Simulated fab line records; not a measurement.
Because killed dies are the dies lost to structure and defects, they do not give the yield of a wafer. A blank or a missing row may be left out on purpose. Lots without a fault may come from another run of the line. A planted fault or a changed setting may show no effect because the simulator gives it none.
fab line records | flow nandHarc
record lots=11 | wafers=33 | lastDay=33
route steps=1302 shown P_STI@78 P_GATE@150 END@1302
lots with no fault: from the same line, run without faults
startH: hours from the record's first day to the start of the lot's first wafer shown | waitH: hours elapsed since this lot's preceding step | " unchanged from the row above | L1.1+2: one row covering several wafers at once | - value missing, or start not given | * or withheld: withheld | < > ~ a bound
route shown NAME@n: a module of which the file shows steps, and the number in the route of the first | usual: average and standard deviation across the fault-free wafers | same: alike in all rows | chamber/n: place in a boat | sites: each site's reading | _std_site: standard deviation across them | _edge_site: inner sites' mean taken away from outer sites' mean | radiusMm: how far each site lies from the wafer's centre | mask NAME#n: copy n | behind: tool/chamber where the wafer was last shaped | hold: why the lot was held/for how many hours/how that ended | device: whichever transistor did not switch (one of n, p or np) | end of line: tests of these same wafers at the route's end | for a step that has no rows: nothing shown but its recipe | killed: count of dies lost to structure and defects at first sort (not the wafer's yield) | map: shows each die of a wafer: x if killed, . if not, _ if none is there
set.NAME: the setting the step ran with; set.NAME@STEP: the setting that earlier step ran with | model.NAME: the simulator's own value behind a step, which no gauge read
a sample of lots followed through the steps of the route, with each step as a table and each wafer as a row
services: a tool's chamber out of use, with start hour (startH, from the record's first day; less than 0 if before it), hours out, and reason
## steps
# step NHARC_P_STI_SOFTBAKE_04
# recipe tempC=125 | timeS=70
# usual heaterPowerTotalW=201.0/1.4
lot.wafer | tool          | chamber | startH | waitH | heaterPowerTotalW
L789.3    | lithoTrack-05 | 0       | 56     | -     | 199.2
L789.5    | "             | 0       | "      | "     | 199.1
L789.6    | "             | 0       | "      | "     | 199.7
L791.3    | lithoTrack-03 | 0       | 73     | -     | 199.3
L791.4    | "             | 0       | "      | "     | 202.5
L791.5    | "             | 0       | "      | "     | 202.2
L793.1    | lithoTrack-03 | 0       | 94     | -     | 202.5
L793.2    | "             | 0       | "      | "     | 202.6
L793.6    | "             | 0       | "      | "     | 199.0
L794.1    | lithoTrack-05 | 0       | 104    | -     | 200.1
L794.4    | "             | 0       | "      | "     | 201.2
L794.5    | "             | 0       | "      | "     | 201.7
L797.2    | lithoTrack-05 | 0       | 132    | -     | 200.2
L797.4    | "             | 0       | "      | "     | 198.8
L797.6    | "             | 0       | "      | "     | 199.0
L798.3    | lithoTrack-03 | 0       | 142    | -     | 199.3
L798.4    | "             | 0       | "      | "     | 201.3
L798.5    | "             | 0       | "      | "     | 201.2
L800.2    | lithoTrack-03 | 0       | 164    | -     | 180.7
L800.3    | "             | 0       | "      | "     | 180.9
L800.4    | "             | 0       | "      | "     | 181.1
L802.3    | lithoTrack-03 | 0       | 184    | -     | 180.8
L802.4    | "             | 0       | "      | "     | 180.7
L802.6    | "             | 0       | "      | "     | 180.8
L807.1    | lithoTrack-05 | 0       | 234    | -     | 201.1
L807.2    | "             | 0       | "      | "     | 202.7
L807.3    | "             | 0       | "      | "     | 200.1
L809.3    | lithoTrack-05 | 0       | 255    | -     | 200.7
L809.5    | "             | 0       | "      | "     | 202.6
L809.6    | "             | 0       | "      | "     | 202.8
L810.2    | lithoTrack-05 | 0       | 264    | -     | 200.9
L810.3    | "             | 0       | "      | "     | 202.7
L810.6    | "             | 0       | "      | "     | 199.3
# step NHARC_P_STI_CD_MEAS_09
# recipe targetCdNm=200 | landingEnergyEv=500
# usual cdNm=199.8/1.5
# same landingEnergyEv=500
lot.wafer | tool     | chamber | startH | waitH | cdNm
L789.3    | cdSem-02 | 0       | 57.09  | -     | 199.1
L789.5    | "        | 0       | "      | "     | 199.4
L789.6    | "        | 0       | "      | "     | 199.5
L791.3    | cdSem-01 | 0       | 73.78  | -     | 197.2
L791.4    | "        | 0       | "      | "     | 197.6
L791.5    | "        | 0       | "      | "     | 198.7
L793.1    | cdSem-01 | 0       | 94.53  | -     | 198.2
L793.2    | "        | 0       | "      | "     | 197.0
L793.6    | "        | 0       | "      | "     | 199.4
L794.1    | cdSem-01 | 0       | 105.30 | -     | 199.4
L794.4    | "        | 0       | "      | "     | 198.0
L794.5    | "        | 0       | "      | "     | 198.8
L797.2    | cdSem-02 | 0       | 133.10 | -     | 199.2
L797.4    | "        | 0       | "      | "     | 200.9
L797.6    | "        | 0       | "      | "     | 200.2
L798.3    | cdSem-03 | 0       | 142.66 | -     | 198.3
L798.4    | "        | 0       | "      | "     | 199.0
L798.5    | "        | 0       | "      | "     | 201.9
L800.2    | cdSem-03 | 0       | 165.12 | -     | 182.7
L800.3    | "        | 0       | "      | "     | 185.0
L800.4    | "        | 0       | "      | "     | 183.7
L802.3    | cdSem-02 | 0       | 184.59 | -     | 183.3
L802.4    | "        | 0       | "      | "     | 183.0
L802.6    | "        | 0       | "      | "     | 181.4
L807.1    | cdSem-01 | 0       | 234.75 | -     | 197.8
L807.2    | "        | 0       | "      | "     | 196.4
L807.3    | "        | 0       | "      | "     | 201.3
L809.3    | cdSem-03 | 0       | 255.85 | -     | 202.0
L809.5    | "        | 0       | "      | "     | 201.3
L809.6    | "        | 0       | "      | "     | 200.5
L810.2    | cdSem-03 | 0       | 264.44 | -     | 198.4
L810.3    | "        | 0       | "      | "     | 199.0
L810.6    | "        | 0       | "      | "     | 200.6
# step NHARC_P_STI_OCD_MEAS_17
# usual trenchDepthNm=300/3.6 | trenchFootCdNm=157.8/1.6
lot.wafer | tool   | chamber | startH | waitH | trenchDepthNm | trenchFootCdNm
L789.3    | ocd-02 | -       | 57.91  | 0.1   | 307           | 156.5
L789.5    | "      | -       | "      | "     | 305           | 156.8
L789.6    | "      | -       | "      | "     | 306           | 156.5
L791.3    | ocd-02 | -       | 74.60  | 0.1   | 297           | 156.4
L791.4    | "      | -       | "      | "     | 301           | 155.6
L791.5    | "      | -       | "      | "     | 304           | 156.2
L793.1    | ocd-01 | -       | 95.31  | 0.1   | 303           | 155.5
L793.2    | "      | -       | "      | "     | 298           | 154.8
L793.6    | "      | -       | "      | "     | 304           | 156.6
L794.1    | ocd-01 | -       | 106.15 | 0.1   | 298           | 157.7
L794.4    | "      | -       | "      | "     | 304           | 154.9
L794.5    | "      | -       | "      | "     | 306           | 156.5
L797.2    | ocd-02 | -       | 133.89 | 0.1   | 294           | 158.7
L797.4    | "      | -       | "      | "     | 298           | 158.7
L797.6    | "      | -       | "      | "     | 297           | 158.7
L798.3    | ocd-02 | -       | 143.46 | 0.1   | 303           | 156.3
L798.4    | "      | -       | "      | "     | 298           | 157.4
L798.5    | "      | -       | "      | "     | 295           | 160.7
L800.2    | ocd-02 | -       | 165.91 | 0.1   | 297           | 140.9
L800.3    | "      | -       | "      | "     | 297           | 143.3
L800.4    | "      | -       | "      | "     | 301           | 142.0
L802.3    | ocd-02 | -       | 185.37 | 0.1   | 294           | 142.3
L802.4    | "      | -       | "      | "     | 299           | 141.1
L802.6    | "      | -       | "      | "     | 301           | 139.1
L807.1    | ocd-01 | -       | 235.56 | 0.1   | 296           | 156.7
L807.2    | "      | -       | "      | "     | 295           | 154.6
L807.3    | "      | -       | "      | "     | 298           | 159.0
L809.3    | ocd-01 | -       | 256.63 | 0.1   | 302           | 160.5
L809.5    | "      | -       | "      | "     | 302           | 159.2
L809.6    | "      | -       | "      | "     | 299           | 159.0
L810.2    | ocd-02 | -       | 265.22 | 0.1   | 301           | 156.7
L810.3    | "      | -       | "      | "     | 305           | 156.3
L810.6    | "      | -       | "      | "     | 300           | 159.0
# step NHARC_P_GATE_STRIP_108
# recipe o2FlowSccm=500 | arFlowSccm=0 | biasW=0 | chemistry=O2
# usual drypumpMotorCurrentA=5.7/0.4 | oesProductAu=1.001/0.0086 | rfVppV=57.7/0.89 | showerheadPlenumPTorr=3.51/0.17 | throttleValvePct=17.037/0.0099
lot.wafer | tool       | chamber | startH | waitH | drypumpMotorCurrentA | oesProductAu | rfHoursCounterH | rfVppV | showerheadPlenumPTorr | throttleValvePct
L789.3    | rieDiel-05 | 2       | 116.56 | -     | 5.8                  | 1.003        | 2               | 59.5   | 3.73                  | 17.028
L789.6    | "          | 0       | "      | "     | 5.1                  | 1.006        | -               | 59.0   | 3.74                  | 17.045
L789.5    | "          | 1       | "      | "     | 5.4                  | 1.015        | -               | 58.0   | 3.56                  | 17.040
L791.3    | rieDiel-03 | 3       | 131.14 | -     | 5.3                  | 0.987        | 1               | 57.7   | 3.44                  | 17.040
L791.4    | "          | 1       | "      | "     | 6.4                  | 1.003        | 0               | 57.1   | 3.41                  | 17.039
L791.5    | "          | 3       | "      | "     | 5.3                  | 0.996        | -               | 57.0   | 3.44                  | 17.044
L793.1    | rieDiel-06 | 3       | 149.98 | -     | 6.0                  | 1.009        | 0               | 58.1   | 3.61                  | 17.044
L793.2    | "          | 1       | "      | "     | 5.8                  | 1.002        | 0               | 56.7   | 3.77                  | 17.029
L793.6    | "          | 2       | "      | "     | 5.1                  | 1.007        | -               | 56.1   | 3.33                  | 17.031
L794.4    | rieDiel-06 | 2       | 162.24 | -     | 5.1                  | 0.994        | 1               | 56.1   | 3.33                  | 17.035
L794.1    | "          | 0       | "      | "     | 5.6                  | 1.003        | 1               | 58.2   | 3.33                  | 17.039
L794.5    | "          | 3       | "      | "     | 6.0                  | 0.984        | -               | 58.3   | 3.61                  | 17.029
L797.2    | rieDiel-06 | 2       | 188.86 | -     | 5.2                  | 0.993        | 3               | 57.4   | 3.33                  | 17.068
L797.4    | "          | 2       | "      | "     | 5.1                  | 0.989        | -               | 57.4   | 3.33                  | 17.049
L797.6    | "          | 3       | "      | "     | 6.0                  | 0.986        | -               | 57.8   | 3.61                  | 17.021
L798.3    | rieDiel-05 | 1       | 206.68 | -     | 5.5                  | 1.010        | 5               | 58.2   | 3.56                  | 17.042
L798.4    | "          | 3       | "      | "     | 6.0                  | 0.993        | 7               | 56.6   | 3.30                  | 17.037
L798.5    | "          | 2       | "      | "     | 5.8                  | 0.995        | -               | 58.2   | 3.73                  | 17.025
L800.3    | rieDiel-05 | 0       | 222.07 | -     | 5.1                  | 0.999        | 7               | 57.7   | 3.73                  | 17.049
L800.4    | "          | 1       | "      | "     | 5.4                  | 1.010        | 6               | 57.4   | 3.56                  | 17.042
L800.2    | "          | 3       | "      | "     | 6.0                  | 0.989        | 7               | 57.7   | 3.30                  | 17.022
L802.3    | rieDiel-05 | 1       | 246.64 | -     | 5.4                  | 1.009        | 1               | 56.8   | 3.56                  | 17.043
L802.4    | "          | 3       | "      | "     | 6.0                  | 0.990        | 1               | 57.3   | 3.30                  | 17.034
L802.6    | "          | 1       | "      | "     | 5.4                  | 1.012        | -               | 56.9   | 3.56                  | 17.033
L807.3    | rieDiel-06 | 1       | 285.40 | -     | 5.8                  | 1.010        | 9               | 58.8   | 3.77                  | 17.028
L807.1    | "          | 3       | "      | "     | 6.0                  | 0.980        | 7               | 57.9   | 3.61                  | 17.030
L807.2    | "          | 0       | "      | "     | 5.6                  | 1.008        | 8               | 55.6   | 3.32                  | 17.023
L809.3    | rieDiel-06 | 3       | 316.93 | -     | 6.0                  | 0.999        | 0               | 58.9   | 3.61                  | 17.012
L809.6    | "          | 0       | "      | "     | 5.6                  | 0.999        | -               | 57.9   | 3.32                  | 17.033
L809.5    | "          | 1       | "      | "     | 5.8                  | 0.997        | -               | 58.7   | 3.77                  | 17.043
L810.2    | rieDiel-05 | 3       | 321.84 | -     | 6.0                  | 0.990        | 3               | 55.9   | 3.30                  | 17.029
L810.3    | "          | 1       | "      | "     | 5.4                  | 1.012        | 4               | 58.2   | 3.56                  | 17.021
L810.6    | "          | 3       | "      | "     | 6.0                  | 0.999        | -               | 57.8   | 3.30                  | 17.042
# step NHARC_P_GATE_CD_MEAS_33
# usual cdNm=120.5/1.6
lot.wafer | tool     | chamber | startH | waitH | cdNm
L789.3    | cdSem-02 | -       | 116.71 | -     | 122.5
L789.5    | "        | -       | "      | "     | 121.7
L789.6    | "        | -       | "      | "     | 121.4
L791.3    | cdSem-01 | -       | 131.33 | -     | 120.9
L791.4    | "        | -       | "      | "     | 123.4
L791.5    | "        | -       | "      | "     | 122.7
L793.1    | cdSem-03 | -       | 150.14 | -     | 119.3
L793.2    | "        | -       | "      | "     | 119.7
L793.6    | "        | -       | "      | "     | 120.4
L794.1    | cdSem-02 | -       | 162.41 | -     | 120.0
L794.4    | "        | -       | "      | "     | 120.1
L794.5    | "        | -       | "      | "     | 121.7
L797.2    | cdSem-01 | -       | 189.05 | 0.2   | 118.8
L797.4    | "        | -       | "      | "     | 118.6
L797.6    | "        | -       | "      | "     | 116.6
L798.3    | cdSem-01 | -       | 206.86 | -     | 117.6
L798.4    | "        | -       | "      | "     | 119.8
L798.5    | "        | -       | "      | "     | 124.0
L800.2    | cdSem-02 | -       | 222.25 | -     | 120.0
L800.3    | "        | -       | "      | "     | 122.5
L800.4    | "        | -       | "      | "     | 120.8
L802.3    | cdSem-02 | -       | 246.82 | -     | 119.8
L802.4    | "        | -       | "      | "     | 119.4
L802.6    | "        | -       | "      | "     | 121.2
L807.1    | cdSem-03 | -       | 285.57 | -     | 120.3
L807.2    | "        | -       | "      | "     | 122.1
L807.3    | "        | -       | "      | "     | 119.9
L809.3    | cdSem-01 | -       | 317.06 | -     | 121.6
L809.5    | "        | -       | "      | "     | 119.9
L809.6    | "        | -       | "      | "     | 118.4
L810.2    | cdSem-03 | -       | 322.02 | -     | 118.5
L810.3    | "        | -       | "      | "     | 118.9
L810.6    | "        | -       | "      | "     | 118.7
# step NHARC_P_GATE_STRIP_101
# recipe timeS=20 | o2FlowSccm=500 | arFlowSccm=0 | biasW=0 | chemistry=O2
# usual drypumpMotorCurrentA=5.7/0.41 | oesProductAu=1.001/0.0072 | rfVppV=57.8/0.91 | showerheadPlenumPTorr=3.49/0.17 | throttleValvePct=17.036/0.0089
lot.wafer | tool       | chamber | startH | waitH | drypumpMotorCurrentA | oesProductAu | rfHoursCounterH | rfVppV | showerheadPlenumPTorr | throttleValvePct
L789.3    | rieDiel-06 | 1       | 129.11 | 0.1   | 5.8                  | 1.002        | 13              | 59.0   | 3.77                  | 17.032
L789.6    | "          | 2       | "      | "     | 5.2                  | 1.011        | -               | 57.4   | 3.33                  | 17.041
L789.5    | "          | 3       | "      | "     | 6.0                  | 1.004        | -               | 58.3   | 3.61                  | 17.015
L791.3    | rieDiel-05 | 3       | 141.44 | 0.1   | 6.0                  | 1.005        | 4               | 58.4   | 3.30                  | 17.036
L791.4    | "          | 1       | "      | "     | 5.5                  | 1.001        | 2               | 56.3   | 3.56                  | 17.037
L791.5    | "          | 3       | "      | "     | 6.0                  | 1.003        | -               | 57.6   | 3.30                  | 17.036
L793.1    | rieDiel-05 | 1       | 162.36 | 0.1   | 5.4                  | 1.017        | 4               | 58.2   | 3.56                  | 17.031
L793.2    | "          | 3       | "      | "     | 5.9                  | 0.999        | 6               | 57.6   | 3.30                  | 17.037
L793.6    | "          | 2       | "      | "     | 5.8                  | 0.996        | -               | 59.0   | 3.73                  | 17.027
L794.1    | rieDiel-06 | 3       | 172.36 | 0.1   | 6.0                  | 0.999        | 2               | 58.1   | 3.61                  | 17.021
L794.4    | "          | 0       | "      | "     | 5.6                  | 1.013        | 2               | 57.3   | 3.33                  | 17.037
L794.5    | "          | 2       | "      | "     | 5.1                  | 1.005        | -               | 56.7   | 3.33                  | 17.049
L797.2    | rieDiel-06 | 0       | 201.39 | 0.1   | 5.5                  | 1.009        | 4               | 56.8   | 3.33                  | 17.043
L797.4    | "          | 2       | "      | "     | 5.1                  | 1.003        | 4               | 57.2   | 3.33                  | 17.060
L797.6    | "          | 3       | "      | "     | 6.0                  | 0.991        | -               | 58.0   | 3.61                  | 17.027
L798.3    | rieDiel-05 | 3       | 216.94 | 0.1   | 6.0                  | 0.990        | 7               | 58.1   | 3.30                  | 17.042
L798.4    | "          | 0       | "      | "     | 5.2                  | 1.007        | 7               | 60.2   | 3.73                  | 17.029
L798.5    | "          | 3       | "      | "     | 6.0                  | 0.992        | -               | 58.2   | 3.30                  | 17.036
L800.2    | rieDiel-03 | 1       | 232.32 | 0.1   | 6.5                  | 1.000        | 7               | 57.1   | 3.41                  | 17.033
L800.3    | "          | 2       | "      | "     | 5.6                  | 0.990        | 7               | 58.2   | 3.34                  | 17.026
L800.4    | "          | 3       | "      | "     | 5.3                  | 0.998        | 7               | 57.4   | 3.44                  | 17.042
L802.4    | rieDiel-03 | 2       | 256.85 | 0.1   | 5.6                  | 1.012        | 9               | 56.6   | 3.34                  | 17.025
L802.3    | "          | 1       | "      | "     | 6.5                  | 0.999        | 8               | 57.7   | 3.41                  | 17.036
L802.6    | "          | 3       | "      | "     | 5.3                  | 0.996        | -               | 56.7   | 3.44                  | 17.035
L807.1    | rieDiel-03 | 2       | 295.67 | 0.1   | 5.6                  | 1.007        | 0               | 58.0   | 3.34                  | 17.025
L807.3    | "          | 3       | "      | "     | 5.3                  | 0.996        | 0               | 57.7   | 3.44                  | 17.037
L807.2    | "          | 1       | "      | "     | 6.5                  | 1.008        | 0               | 59.3   | 3.40                  | 17.050
L809.3    | rieDiel-03 | 1       | 327.05 | 0.1   | 6.5                  | 1.008        | 2               | 56.8   | 3.40                  | 17.044
L809.6    | "          | 2       | "      | "     | 5.6                  | 1.010        | -               | 56.8   | 3.34                  | 17.034
L809.5    | "          | 3       | "      | "     | 5.3                  | 0.995        | -               | 57.7   | 3.44                  | 17.022
L810.2    | rieDiel-05 | 3       | 332.13 | 0.1   | 6.0                  | 0.992        | 4               | 57.9   | 3.30                  | 17.046
L810.3    | "          | 1       | "      | "     | 5.5                  | 1.013        | 5               | 57.8   | 3.56                  | 17.035
L810.6    | "          | 2       | "      | "     | 5.8                  | 1.009        | -               | 58.1   | 3.73                  | 17.051
# step NHARC_END_SORT_01
# recipe tempC=25
# usual killedAtArray=52/20 | killedAtOther=1.0/1.3 | killedAtPeriphery=3.7/2.2 | killedDies=57/20 | killedOpen=3.2/1.6 | killedShort=2.4/1.6
# same grossDies=677
lot.wafer | tool      | chamber | startH | waitH | killedAtArray | killedAtOther | killedAtPeriphery | killedDies | killedOpen | killedShort
L800.2    | prober-02 | 0       | 682.10 | 2.8   | 31            | 1             | 8                 | 40         | 3          | 2
L800.3    | prober-02 | 0       | 682.90 | 3.1   | 28            | 0             | 3                 | 31         | 9          | 0
L802.3    | prober-02 | 0       | 713.31 | 3.1   | 25            | 0             | 3                 | 28         | 1          | 0
L802.4    | prober-02 | 0       | 714.10 | 3.4   | 33            | 0             | 13                | 46         | 4          | 4
L802.6    | prober-02 | 0       | 715.68 | 3.9   | 29            | 0             | 6                 | 35         | 4          | 2
# killed by level:class
L800.2 A_CHANNEL_HOLE_D1:chamberFilmFlake=8 A_CONTACT:chamberFilmFlake=7 A_STAIRCASE:chamberFilmFlake=6 P_STI:areaPeb=3 P_GATE:chamberFilmFlake=2 A_SLIT:chamberFilmFlake=2 A_ONON_D1:geometricParticle:open=1 A_ONON_D2:geometricParticle:open=1
L800.3 A_STAIRCASE:chamberFilmFlake=8 A_CONTACT:chamberFilmFlake=4 A_CHANNEL_HOLE_D1:chamberFilmFlake=3 A_SLIT:chamberFilmFlake=3 A_ONON_D1:geometricParticle:open=2 A_M0:geometricParticle:open=2 P_GATE:geometricParticle:open=1 A_DECK1_JOINT:geometricParticle:open=1
L802.3 A_CHANNEL_HOLE_D1:chamberFilmFlake=10 A_CONTACT:chamberFilmFlake=5 A_CHANNEL_FILL_D1:chamberFilmFlake=5 P_CONTACT:chamberFilmFlake=2 A_SLIT:chamberFilmFlake=2 A_CHANNEL_HOLE_D2:geometricParticle:open=1 A_WL_FILL:chamberFilmFlake=1 A_M0:chamberFilmFlake=1
L802.4 A_CHANNEL_HOLE_D1:chamberFilmFlake=11 P_CONTACT:chamberFilmFlake=8 A_STAIRCASE:chamberFilmFlake=4 A_CONTACT:chamberFilmFlake=4 A_CHANNEL_FILL_D1:chamberFilmFlake=3 A_SLIT:chamberFilmFlake=3 P_STI:areaPeb=3 A_DECK1_JOINT:geometricParticle:open=2
L802.6 A_CHANNEL_HOLE_D1:chamberFilmFlake=11 A_CONTACT:chamberFilmFlake=6 A_SLIT:chamberFilmFlake=4 P_CONTACT:chamberFilmFlake=3 A_CHANNEL_FILL_D1:chamberFilmFlake=2 P_STI:areaPeb=2 A_ONON_D2:geometricParticle:open=1 P_M0:geometricParticle:open=1
## services
tool          | chamber | startH | hours | kind
rieDiel-05    | 2       | 34.74  | 2.7   | repair
rieDiel-05    | -       | 52.60  | 9.0   | pm
rieDiel-05    | 0       | 52.60  | 9.0   | ventCycle
rieDiel-05    | 1       | 52.60  | 9.0   | ventCycle
rieDiel-05    | 2       | 52.60  | 9.0   | ventCycle
rieDiel-05    | 3       | 52.60  | 9.0   | ventCycle
rieDiel-06    | 3       | 66.30  | 16.1  | repair
lithoTrack-03 | -       | 100.00 | 7.0   | pm
rieDiel-03    | -       | 104.30 | 9.0   | pm
rieDiel-06    | -       | 106.03 | 1.4   | repair
rieDiel-06    | 0       | 111.05 | 8.2   | repair
lithoTrack-05 | -       | 124.00 | 7.0   | pm
rieDiel-06    | 2       | 137.75 | 3.1   | repair
rieDiel-03    | 1       | 140.79 | 2.9   | repair
rieDiel-05    | 3       | 151.35 | 6.1   | repair
rieDiel-05    | -       | 162.54 | 1.3   | repair
rieDiel-05    | -       | 164.60 | 11.1  | repair
rieDiel-06    | 0       | 183.10 | 6.7   | repair
rieDiel-05    | -       | 229.60 | 9.0   | pm
rieDiel-06    | 2       | 250.17 | 1.4   | repair
lithoTrack-03 | -       | 275.00 | 7.0   | pm
rieDiel-03    | -       | 281.30 | 9.0   | pm
lithoTrack-05 | -       | 299.00 | 7.0   | pm
rieDiel-06    | -       | 307.26 | 9.0   | pm
## key
firstSign step=NHARC_P_STI_SOFTBAKE_04 | reading=heaterPowerTotalW | direction=down | sigmas=14 | usual=* | struck=*
effect step=NHARC_P_STI_CD_MEAS_09 | reading=cdNm | direction=down | sigmas=11 | usual=199.8 | struck=183.2
effect step=NHARC_P_STI_OCD_MEAS_17 | reading=trenchFootCdNm | direction=down | sigmas=10 | usual=157.8 | struck=141.4
metAt NHARC_P_STI_SOFTBAKE_04
struckLots L800,L802
testerLeftOut L800,L802
notActingAt NHARC_P_GATE_STRIP_108,NHARC_P_GATE_CD_MEAS_33,NHARC_P_GATE_STRIP_101
onsetBetween 142 164
fault kind=processParameterDrift | tool=lithoTrack-03 | chamber=- | onsetH=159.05 | steps=NHARC_P_STI_SOFTBAKE_04 | channel=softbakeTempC | offset=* | shape=step | endH=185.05 | actsIn=* | stated=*
# testerLeftOut: of these lots the tester's yield and bins aren't shown, on N5 and GAA mostly nor the transistor test; their killed dies are dies lost to structure and defects alone, not to doping, threshold or leakage, so they don't give the yield
